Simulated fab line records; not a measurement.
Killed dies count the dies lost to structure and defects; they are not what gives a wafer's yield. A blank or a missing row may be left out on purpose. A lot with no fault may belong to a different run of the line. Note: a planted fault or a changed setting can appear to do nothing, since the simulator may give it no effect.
Split-lot trial || flow n5 finfet || route with 1938 steps; 7 lots, 39 wafers read

== ON THE SPLIT ==
At N5_DUMMY_GATE_ETCH_32 (etches SiO2 in CF4, target depth 3.5 nm, time 3.9 s), the setting time s was moved away from the recipe's 3.9 s on 9 of the 39 wafers read, by -19.2% to -10.1%. This setting was run at the recipe's value on the other wafers.

Reading taken at the split's own step.

== THE READING ==
etch.depth nm (the simulator's own value, which no gauge read), in nm, at N5_DUMMY_GATE_ETCH_32 (etches SiO2 in CF4, target depth 3.5 nm, time 3.9 s). The file does not state a usual value for it. Average 3.522 nm, standard deviation 0.069 nm, over the 30 wafers here run with the recipe.

{"wafer": "L074.1", "tool, chamber at the split": "rie si-02, 2", "time s as run, s": 3.9, "against the recipe": "recipe", "etch.depth nm, nm": 3.539, "against lot-mates on the recipe": "-"}
{"wafer": "L074.3", "tool, chamber at the split": "rie si-02, 1", "time s as run, s": 3.9, "against the recipe": "recipe", "etch.depth nm, nm": 3.591, "against lot-mates on the recipe": "-"}
{"wafer": "L074.4", "tool, chamber at the split": "rie si-02, 0", "time s as run, s": 3.9, "against the recipe": "recipe", "etch.depth nm, nm": 3.619, "against lot-mates on the recipe": "-"}
{"wafer": "L080.1", "tool, chamber at the split": "rie si-04, 1", "time s as run, s": 3.19, "against the recipe": "-18.2%", "etch.depth nm, nm": 2.777, "against lot-mates on the recipe": -0.653}
{"wafer": "L080.2", "tool, chamber at the split": "rie si-04, 3", "time s as run, s": 3.9, "against the recipe": "recipe", "etch.depth nm, nm": 3.39, "against lot-mates on the recipe": "-"}
{"wafer": "L080.3", "tool, chamber at the split": "rie si-04, 2", "time s as run, s": 3.19, "against the recipe": "-18.2%", "etch.depth nm, nm": 2.86, "against lot-mates on the recipe": -0.570}
{"wafer": "L080.4", "tool, chamber at the split": "rie si-04, 0", "time s as run, s": 3.19, "against the recipe": "-18.2%", "etch.depth nm, nm": 2.899, "against lot-mates on the recipe": -0.531}
{"wafer": "L080.5", "tool, chamber at the split": "rie si-04, 1", "time s as run, s": 3.9, "against the recipe": "recipe", "etch.depth nm, nm": 3.405, "against lot-mates on the recipe": "-"}
{"wafer": "L080.6", "tool, chamber at the split": "rie si-04, 2", "time s as run, s": 3.9, "against the recipe": "recipe", "etch.depth nm, nm": 3.496, "against lot-mates on the recipe": "-"}
{"wafer": "L082.1", "tool, chamber at the split": "rie si-03, 2", "time s as run, s": 3.9, "against the recipe": "recipe", "etch.depth nm, nm": 3.467, "against lot-mates on the recipe": "-"}
{"wafer": "L082.2", "tool, chamber at the split": "rie si-03, 0", "time s as run, s": 3.15, "against the recipe": "-19.2%", "etch.depth nm, nm": 2.931, "against lot-mates on the recipe": -0.541}
{"wafer": "L082.3", "tool, chamber at the split": "rie si-03, 1", "time s as run, s": 3.15, "against the recipe": "-19.2%", "etch.depth nm, nm": 2.823, "against lot-mates on the recipe": -0.649}
{"wafer": "L082.4", "tool, chamber at the split": "rie si-03, 3", "time s as run, s": 3.15, "against the recipe": "-19.2%", "etch.depth nm, nm": 2.78, "against lot-mates on the recipe": -0.692}
{"wafer": "L082.5", "tool, chamber at the split": "rie si-03, 3", "time s as run, s": 3.9, "against the recipe": "recipe", "etch.depth nm, nm": 3.448, "against lot-mates on the recipe": "-"}
{"wafer": "L082.6", "tool, chamber at the split": "rie si-03, 2", "time s as run, s": 3.9, "against the recipe": "recipe", "etch.depth nm, nm": 3.5, "against lot-mates on the recipe": "-"}
{"wafer": "L084.1", "tool, chamber at the split": "rie si-02, 3", "time s as run, s": 3.9, "against the recipe": "recipe", "etch.depth nm, nm": 3.552, "against lot-mates on the recipe": "-"}
{"wafer": "L084.2", "tool, chamber at the split": "rie si-02, 2", "time s as run, s": 3.9, "against the recipe": "recipe", "etch.depth nm, nm": 3.518, "against lot-mates on the recipe": "-"}
{"wafer": "L084.3", "tool, chamber at the split": "rie si-02, 1", "time s as run, s": 3.9, "against the recipe": "recipe", "etch.depth nm, nm": 3.571, "against lot-mates on the recipe": "-"}
{"wafer": "L084.4", "tool, chamber at the split": "rie si-02, 0", "time s as run, s": 3.9, "against the recipe": "recipe", "etch.depth nm, nm": 3.598, "against lot-mates on the recipe": "-"}
{"wafer": "L084.5", "tool, chamber at the split": "rie si-02, 1", "time s as run, s": 3.9, "against the recipe": "recipe", "etch.depth nm, nm": 3.579, "against lot-mates on the recipe": "-"}
{"wafer": "L084.6", "tool, chamber at the split": "rie si-02, 0", "time s as run, s": 3.9, "against the recipe": "recipe", "etch.depth nm, nm": 3.587, "against lot-mates on the recipe": "-"}
{"wafer": "L091.1", "tool, chamber at the split": "rie si-03, 2", "time s as run, s": 3.9, "against the recipe": "recipe", "etch.depth nm, nm": 3.48, "against lot-mates on the recipe": "-"}
{"wafer": "L091.2", "tool, chamber at the split": "rie si-03, 0", "time s as run, s": 3.9, "against the recipe": "recipe", "etch.depth nm, nm": 3.626, "against lot-mates on the recipe": "-"}
{"wafer": "L091.3", "tool, chamber at the split": "rie si-03, 1", "time s as run, s": 3.9, "against the recipe": "recipe", "etch.depth nm, nm": 3.479, "against lot-mates on the recipe": "-"}
{"wafer": "L091.4", "tool, chamber at the split": "rie si-03, 2", "time s as run, s": 3.9, "against the recipe": "recipe", "etch.depth nm, nm": 3.492, "against lot-mates on the recipe": "-"}
{"wafer": "L091.5", "tool, chamber at the split": "rie si-03, 0", "time s as run, s": 3.9, "against the recipe": "recipe", "etch.depth nm, nm": 3.671, "against lot-mates on the recipe": "-"}
{"wafer": "L091.6", "tool, chamber at the split": "rie si-03, 1", "time s as run, s": 3.9, "against the recipe": "recipe", "etch.depth nm, nm": 3.467, "against lot-mates on the recipe": "-"}
{"wafer": "L093.1", "tool, chamber at the split": "rie si-03, 0", "time s as run, s": 3.9, "against the recipe": "recipe", "etch.depth nm, nm": 3.609, "against lot-mates on the recipe": "-"}
{"wafer": "L093.2", "tool, chamber at the split": "rie si-03, 3", "time s as run, s": 3.506, "against the recipe": "-10.1%", "etch.depth nm, nm": 3.063, "against lot-mates on the recipe": -0.440}
{"wafer": "L093.3", "tool, chamber at the split": "rie si-03, 1", "time s as run, s": 3.506, "against the recipe": "-10.1%", "etch.depth nm, nm": 3.134, "against lot-mates on the recipe": -0.369}
{"wafer": "L093.4", "tool, chamber at the split": "rie si-03, 2", "time s as run, s": 3.9, "against the recipe": "recipe", "etch.depth nm, nm": 3.481, "against lot-mates on the recipe": "-"}
{"wafer": "L093.5", "tool, chamber at the split": "rie si-03, 3", "time s as run, s": 3.9, "against the recipe": "recipe", "etch.depth nm, nm": 3.419, "against lot-mates on the recipe": "-"}
{"wafer": "L093.6", "tool, chamber at the split": "rie si-03, 2", "time s as run, s": 3.506, "against the recipe": "-10.1%", "etch.depth nm, nm": 3.132, "against lot-mates on the recipe": -0.371}
{"wafer": "L094.1", "tool, chamber at the split": "rie si-02, 0", "time s as run, s": 3.9, "against the recipe": "recipe", "etch.depth nm, nm": 3.537, "against lot-mates on the recipe": "-"}
{"wafer": "L094.2", "tool, chamber at the split": "rie si-02, 2", "time s as run, s": 3.9, "against the recipe": "recipe", "etch.depth nm, nm": 3.459, "against lot-mates on the recipe": "-"}
{"wafer": "L094.4", "tool, chamber at the split": "rie si-02, 2", "time s as run, s": 3.9, "against the recipe": "recipe", "etch.depth nm, nm": 3.459, "against lot-mates on the recipe": "-"}
{"wafer": "L094.3", "tool, chamber at the split": "rie si-02, 3", "time s as run, s": 3.9, "against the recipe": "recipe", "etch.depth nm, nm": 3.522, "against lot-mates on the recipe": "-"}
{"wafer": "L094.5", "tool, chamber at the split": "rie si-02, 0", "time s as run, s": 3.9, "against the recipe": "recipe", "etch.depth nm, nm": 3.568, "against lot-mates on the recipe": "-"}
{"wafer": "L094.6", "tool, chamber at the split": "rie si-02, 3", "time s as run, s": 3.9, "against the recipe": "recipe", "etch.depth nm, nm": 3.544, "against lot-mates on the recipe": "-"}

FIT RESULTS
A straight line over all 39 wafers: etch.depth nm changes by +0.0366 nm for each +1% of time s; r = +0.97; the points scatter about the line by 0.069 nm.
The same after taking each lot's own level away (the mean of its wafers on the recipe; 39 wafers): +0.0331 nm for each +1%; r = +0.97; scatter 0.057 nm.
That fit puts the effect of the largest move of time s on the reading at 0.64 nm.
Across the lots, their own levels run from 3.4303 to 3.5830 nm, a range of 2.2 times the standard deviation given above.
So the slope is not independent of the lot-to-lot level: the two fits are not the same.
Check: with one of the wafers moved furthest among these (-19.2%) left out of the fit, the line predicts -0.656 nm for it against its lot-mates. It came out at -0.541 nm against them.

== THE OTHER SPLITS THESE WAFERS WENT THROUGH ==
Before the reading, these wafers also passed through other splits. Each is held against what the fit with the lots' levels taken away leaves over:
{"other split on the same wafers": "N5_PMOS_HMC_CHANNEL_EPI_EPI_20 pressure torr", "wafers away from the commonest value": 24, "r with etch.depth nm (lot level and that fit taken away)": "+0.09"}
{"other split on the same wafers": "N5_FIN_SAQP_ETCH_65 time s", "wafers away from the commonest value": 12, "r with etch.depth nm (lot level and that fit taken away)": "+0.16"}

== FILE'S OWN FIT ==
etch.depth nm changes by +0.0332 nm for each +1% of time s, r = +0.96.
